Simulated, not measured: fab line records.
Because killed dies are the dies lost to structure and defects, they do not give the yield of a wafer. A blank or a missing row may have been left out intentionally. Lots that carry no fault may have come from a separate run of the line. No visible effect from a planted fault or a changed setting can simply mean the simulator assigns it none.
Which of the tools did it? + flow nandHarc + 13 lots, 39 wafers sampled, at 5 steps of a route of 1302

## WHAT THE GAUGES SHOWED, per wafer
NHARC_THIN_TSV_CD_MEAS_33: the cd target is 5000 nm.
| lot  | measured     | on       | cdNm (nm)            |
|------|--------------|----------|----------------------|
| L739 | day 23 22:23 | cdSem-02 | 4998.6 4999.2 5002.1 |
| L740 | day 23 23:27 | cdSem-01 | 5001.0 5001.0 5001.2 |
| L741 | day 24 15:40 | cdSem-03 | 5000.2 4999.3 4999.1 |
| L742 | day 25 03:02 | cdSem-03 | 4998.8 4998.2 5002.1 |
| L745 | day 25 17:39 | cdSem-02 | 4998.9 4997.9 5001.2 |
| L744 | day 25 18:43 | cdSem-03 | 4997.3 4994.8 4999.6 |
| L747 | day 27 16:30 | cdSem-01 | 5000.9 4998.3 5002.3 |
| L750 | day 28 01:34 | cdSem-02 | 5005.3 5001.5 5002.9 |
| L749 | day 28 02:46 | cdSem-01 | 4999.1 5001.2 5001.8 |
| L751 | day 28 21:22 | cdSem-03 | 4997.8 4999.9 4998.4 |
| L752 | day 28 22:37 | cdSem-01 | 4999.2 5002.4 4998.3 |
| L755 | day 31 03:22 | cdSem-03 | 5001.0 4997.9 4999.5 |
| L757 | day 31 22:50 | cdSem-01 | 4999.6 4999.5 5000.5 |

NHARC_END_SORT_01.
| lot  | measured     | on        | defectLimitedYield (%) | killedAtArray | killedAtOther | killedAtPeriphery | killedDies | killedOpen | killedShort | sort_bin_2_pct (%) | sort_bin_3_pct (%) | sort_bin_4_pct (%) | sortNPass   | sortRimYieldPct (%) | sortYieldPct (%) |
|------|--------------|-----------|------------------------|---------------|---------------|-------------------|------------|------------|-------------|--------------------|--------------------|--------------------|-------------|---------------------|------------------|
| L739 | day 24 08:58 | prober-01 | 92.8 90.8 93.2         | 45 59 41      | 1 2 0         | 3 1 5             | 49 62 46   | 3 2 5      | 1 4 0       | 2.5 3.4 2.7        | 0.6 0.4 0.1        | 4.1 5.3 4.0        | 628 615 631 | 86 92 86            | 92.8 90.8 93.2   |
| L740 | day 24 07:23 | prober-02 | 94.5 92.2 91.7         | 30 49 46      | 1 0 1         | 6 4 9             | 37 53 56   | 2 4 4      | 5 4 2       | 1.9 2.7 3.1        | 0.4 0.6 0.4        | 3.1 4.6 4.7        | 640 624 621 | 89 91 93            | 94.5 92.2 91.7   |
| L741 | day 25 01:35 | prober-01 | 92.6 93.4 92.5         | 50 44 49      | 0 0 0         | 0 1 2             | 50 45 51   | 1 5 2      | 1 3 1       | 2.8 2.2 1.9        | 0.1 0.4 0.6        | 4.4 4.0 5.0        | 627 632 626 | 92 94 88            | 92.6 93.4 92.5   |
| L742 | day 25 14:17 | prober-01 | 92.9 92.8 93.6         | 46 46 39      | 2 0 1         | 0 3 3             | 48 49 43   | 3 8 3      | 2 1 6       | 3.0 1.6 1.8        | 0.6 0.9 0.6        | 3.5 4.7 4.0        | 629 628 634 | 92 90 91            | 92.9 92.8 93.6   |
| L745 | day 26 04:15 | prober-02 | 92.3 91.0 90.1         | 52 58 63      | 0 0 0         | 0 3 4             | 52 61 67   | 8 6 2      | 4 1 1       | 2.4 3.4 4.9        | 0.7 1.0 1.0        | 4.6 4.6 4.0        | 625 616 610 | 83 86 85            | 92.3 91.0 90.1   |
| L744 | day 26 03:28 | prober-01 | 95.4 91.9 96.5         | 29 52 22      | 0 1 2         | 2 2 0             | 31 55 24   | 2 1 0      | 0 2 0       | 1.8 2.1 0.9        | 0.1 0.7 0.3        | 2.7 5.3 2.4        | 646 622 653 | 92 96 92            | 95.4 91.9 96.5   |
| L747 | day 28 02:23 | prober-02 | 91.1 92.0 88.0         | 53 48 74      | 2 2 0         | 5 4 7             | 60 54 81   | 5 3 6      | 3 2 2       | 3.0 3.2 3.7        | 0.4 0.1 0.4        | 5.5 4.6 7.8        | 617 623 596 | 84 86 83            | 91.1 92.0 88.0   |
| L750 | day 28 12:16 | prober-01 | 89.7 86.1 89.2         | 64 90 66      | 0 0 1         | 6 4 6             | 70 94 73   | 2 4 4      | 0 2 1       | 4.6 5.2 4.4        | 0.6 1.0 1.2        | 5.2 7.7 5.2        | 607 583 604 | 87 80 86            | 89.7 86.1 89.2   |
| L749 | day 28 10:43 | prober-02 | 95.1 93.9 95.9         | 32 36 24      | 0 3 2         | 1 2 2             | 33 41 28   | 1 3 6      | 3 2 4       | 1.0 2.4 1.6        | 0 0 0.4            | 3.8 3.7 2.1        | 644 636 649 | 98 92 95            | 95.1 93.9 95.9   |
| L751 | day 29 07:04 | prober-02 | 93.6 95.7 94.4         | 39 25 31      | 0 0 0         | 4 4 7             | 43 29 38   | 4 4 3      | 6 1 5       | 3.4 1.2 1.8        | 0.4 0.3 0.4        | 2.5 2.8 3.4        | 634 648 639 | 92 93 94            | 93.6 95.7 94.4   |
| L752 | day 29 07:48 | prober-01 | 88.5 86.4 88.8         | 68 80 69      | 4 0 0         | 6 12 7            | 78 92 76   | 1 5 7      | 3 2 0       | 3.7 4.6 4.0        | 1.3 1.3 0.4        | 6.5 7.7 6.8        | 599 585 601 | 80 86 77            | 88.5 86.4 88.8   |
| L755 | day 31 15:04 | prober-02 | 95.9 96.8 95.0         | 24 19 29      | 2 0 0         | 2 3 5             | 28 22 34   | 5 3 4      | 2 1 2       | 0.7 0.9 1.3        | 0.1 0 0.3          | 3.2 2.4 3.4        | 649 655 643 | 94 92 97            | 95.9 96.8 95.0   |
| L757 | day 32 08:43 | prober-01 | 90.4 87.7 0            | 63 76 78      | 0 0 595       | 2 7 4             | 65 83 677  | 2 2 4      | 1 1 0       | 3.2 3.5 93.6       | 1.2 1.3 0.7        | 5.2 7.4 5.6        | 612 594 0   | 84 86 0             | 90.4 87.7 0      |

## WHICH TOOL RAN EACH LOT (tool, then ch and the chambers of the sampled wafers, then the start)
| lot  | NHARC_THIN_TSV_DEP_43           | NHARC_THIN_TSV_PVD_51                  | NHARC_THIN_TSV_DEGAS_53     |
|------|---------------------------------|----------------------------------------|-----------------------------|
| L739 | pecvd-03 ch 0,1,2, day 23 15:41 | pvdSputter-02, day 23 21:13 or earlier | pvdSputter-03, day 23 21:13 |
| L740 | pecvd-03 ch 0,2, day 23 16:50   | pvdSputter-02, day 23 22:19 or earlier | pvdSputter-02, day 23 22:19 |
| L741 | pecvd-03 ch 0,1, day 24 08:57   | pvdSputter-03, day 24 14:31 or earlier | pvdSputter-02, day 24 14:31 |
| L742 | pecvd-04 ch 0,1,2, day 24 20:27 | pvdSputter-03, day 25 02:04 or earlier | pvdSputter-03, day 25 02:04 |
| L745 | pecvd-02 ch 1,2, day 25 11:00   | pvdSputter-01, day 25 16:32 or earlier | pvdSputter-02, day 25 16:32 |
| L744 | pecvd-03 ch 0,2, day 25 12:02   | pvdSputter-01, day 25 17:35 or earlier | pvdSputter-02, day 25 17:35 |
| L747 | pecvd-02 ch 0,2, day 27 09:50   | pvdSputter-03, day 27 15:23 or earlier | pvdSputter-01, day 27 15:23 |
| L750 | pecvd-02 ch 0,1, day 27 18:42   | pvdSputter-01, day 28 00:32 or earlier | pvdSputter-02, day 28 00:32 |
| L749 | pecvd-02 ch 0,1,2, day 27 19:55 | pvdSputter-01, day 28 01:38 or earlier | pvdSputter-02, day 28 01:38 |
| L751 | pecvd-04 ch 0,2, day 28 14:51   | pvdSputter-01, day 28 20:20 or earlier | pvdSputter-02, day 28 20:20 |
| L752 | pecvd-04 ch 0,2, day 28 16:01   | pvdSputter-01, day 28 21:37 or earlier | pvdSputter-01, day 28 21:37 |
| L755 | pecvd-04 ch 0,1, day 30 20:49   | pvdSputter-03, day 31 02:23 or earlier | pvdSputter-02, day 31 02:23 |
| L757 | pecvd-02 ch 0,1,2, day 31 16:11 | pvdSputter-01, day 31 21:41 or earlier | pvdSputter-03, day 31 21:41 |
- NHARC_THIN_TSV_DEP_43: deposits SiO2, target thk 1328.5 nm.
- NHARC_THIN_TSV_PVD_51: deposits Cu, target thk 100 nm.
- NHARC_THIN_TSV_DEGAS_53: time 60 s.

## WHAT THE TOOLS THEMSELVES READ (means of the sampled wafers that have a number; where no wafer has one, the mark that the record gives instead)
NHARC_THIN_TSV_DEP_43.
| lot  | tool     | chamberPressureTorr (Torr) | throttleValvePct (%) |
|------|----------|----------------------------|----------------------|
| L739 | pecvd-03 | 6.501                      | 15.8                 |
| L740 | pecvd-03 | 6.504                      | 16.1                 |
| L741 | pecvd-03 | 6.508                      | 15.2                 |
| L742 | pecvd-04 | 6.514                      | 15.8                 |
| L745 | pecvd-02 | 6.512                      | 16.4                 |
| L744 | pecvd-03 | 6.501                      | 15.7                 |
| L747 | pecvd-02 | 6.495                      | 16.3                 |
| L750 | pecvd-02 | 6.505                      | 15.8                 |
| L749 | pecvd-02 | 6.507                      | 16.2                 |
| L751 | pecvd-04 | 6.510                      | 15.5                 |
| L752 | pecvd-04 | 6.486                      | 15.6                 |
| L755 | pecvd-04 | 6.503                      | 15.6                 |
| L757 | pecvd-02 | 6.497                      | 16.3                 |

NHARC_THIN_TSV_PVD_51.
| lot  | tool          | throttleValvePct (%) |
|------|---------------|----------------------|
| L739 | pvdSputter-02 | 29.7                 |
| L740 | pvdSputter-02 | 30.6                 |
| L741 | pvdSputter-03 | 29.0                 |
| L742 | pvdSputter-03 | 29.9                 |
| L745 | pvdSputter-01 | 30.2                 |
| L744 | pvdSputter-01 | 29.9                 |
| L747 | pvdSputter-03 | 29.5                 |
| L750 | pvdSputter-01 | 30.0                 |
| L749 | pvdSputter-01 | 29.9                 |
| L751 | pvdSputter-01 | 29.8                 |
| L752 | pvdSputter-01 | 29.9                 |
| L755 | pvdSputter-03 | 29.2                 |
| L757 | pvdSputter-01 | 30.1                 |

NHARC_THIN_TSV_DEGAS_53.
| lot  | tool          | heaterPowerW (W) |
|------|---------------|------------------|
| L739 | pvdSputter-03 | 446              |
| L740 | pvdSputter-02 | 478              |
| L741 | pvdSputter-02 | 498              |
| L742 | pvdSputter-03 | 419              |
| L745 | pvdSputter-02 | 483              |
| L744 | pvdSputter-02 | 480              |
| L747 | pvdSputter-01 | 424              |
| L750 | pvdSputter-02 | 467              |
| L749 | pvdSputter-02 | 484              |
| L751 | pvdSputter-02 | 488              |
| L752 | pvdSputter-01 | 441              |
| L755 | pvdSputter-02 | 515              |
| L757 | pvdSputter-03 | 442              |

## THE ANSWER, worked out from the rows above alone
Rule: what is usual is taken from the lots themselves. Put in order of their means at a reading, lots are off if they are a third of the lots or fewer, leave a main group of 4 or more, and stand apart from it by a gap of 3 or more times the standard deviation of the main group's means; of several such gaps the widest counts. If all means in a main group match to the digits the tables above print for the reading, that group is not used. Also off: a lot with no number at a reading for which 4 or more lots have one. All remaining lots with rows at the step are treated as sound. Order of review: gauges by route order, followed by the tools' own readings, for which a lot's mean as printed above is used. The first step at which some lot is off is used, and at that step the reading that is off furthest; a lot without a number counts as furthest.
Off: L757, at NHARC_END_SORT_01 (killedAtOther). Main group: mean 0.8, sd 0.55.
If a tool, at a process step before that reading, ran all the lots that are off and no sound lot after the first of them, it fits. Gauges at NHARC_END_SORT_01: tried the same way as those tools. NHARC_THIN_TSV_PVD_51 gives no start for some lots, so the hours and the order of its lots are those of NHARC_THIN_TSV_DEGAS_53. Can't be told from this: 4 tools fit, pecvd-02 at NHARC_THIN_TSV_DEP_43, pvdSputter-01 at NHARC_THIN_TSV_PVD_51, pvdSputter-03 at NHARC_THIN_TSV_DEGAS_53, prober-01 at NHARC_END_SORT_01.

## WHAT HAD BEEN PUT IN BY THE SIMULATOR
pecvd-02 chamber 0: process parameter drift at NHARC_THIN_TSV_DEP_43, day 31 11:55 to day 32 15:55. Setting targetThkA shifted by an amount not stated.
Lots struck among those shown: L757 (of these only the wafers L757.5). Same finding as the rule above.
